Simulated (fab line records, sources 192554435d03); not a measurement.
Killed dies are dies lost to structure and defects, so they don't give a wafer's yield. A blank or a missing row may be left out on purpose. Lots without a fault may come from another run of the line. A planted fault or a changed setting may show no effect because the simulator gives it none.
Chamber matching | flow n5_finfet | N5_BEOL_M3_ALD_84 on ald_metal-01: 4 sister chambers
The step deposits TaN, pulse time 2 s, purge time 3 s, co reactant purge time 2 s. 8 wafers are shown with their chamber, then 12 later ones without.

WAFERS WITH THEIR CHAMBER
wafer  | chamber | heater_power_w (W)
L089.5 | 3       | 342
L089.6 | 0       | 445
L090.1 | 3       | 349
L090.2 | 1       | 406
L090.3 | 2       | 421
L090.4 | 0       | 429
L090.5 | 2       | 430
L090.6 | 1       | 403

WAFERS WITHOUT THEIR CHAMBER
wafer  | heater_power_w (W)
L088.2 | 422
L088.5 | 428
L088.6 | 344
L094.1 | 407
L094.4 | 434
L094.6 | 427
L096.2 | 427
L096.4 | 347
L096.6 | 407
L097.1 | 344
L097.5 | 406
L097.6 | 433

WHICH CHAMBER EACH WENT THROUGH
wafer  | from the rows above          | in truth
L088.2 | can't be placed: 2 or 0 or 1 | 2
L088.5 | can't be placed: 2 or 0      | 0
L088.6 | 3                            | 3
L094.1 | 1                            | 1
L094.4 | can't be placed: 0 or 2      | 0
L094.6 | can't be placed: 2 or 0      | 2
L096.2 | can't be placed: 2 or 0      | 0
L096.4 | 3                            | 3
L096.6 | 1                            | 1
L097.1 | 3                            | 3
L097.5 | 1                            | 1
L097.6 | can't be placed: 0 or 2      | 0
Placed correctly: 6 of 12. Can't be placed from these rows: 6 (the true chamber is among the candidates in 6). Placed wrongly: 0.
How it was worked out, from the rows above alone: a wafer's distance from a chamber is the root of the sum, over the readings, of the square of ((its reading less the chamber's mean) divided by the reading's scatter). The wafer belongs to the nearest chamber; if the next one is less than 2 further off, it can't be placed. A chamber's mean is the mean of its shown wafers. The scatter: the root of (the sum of the squares of (reading less its chamber's mean) over the shown wafers, divided by (wafers less chambers)).
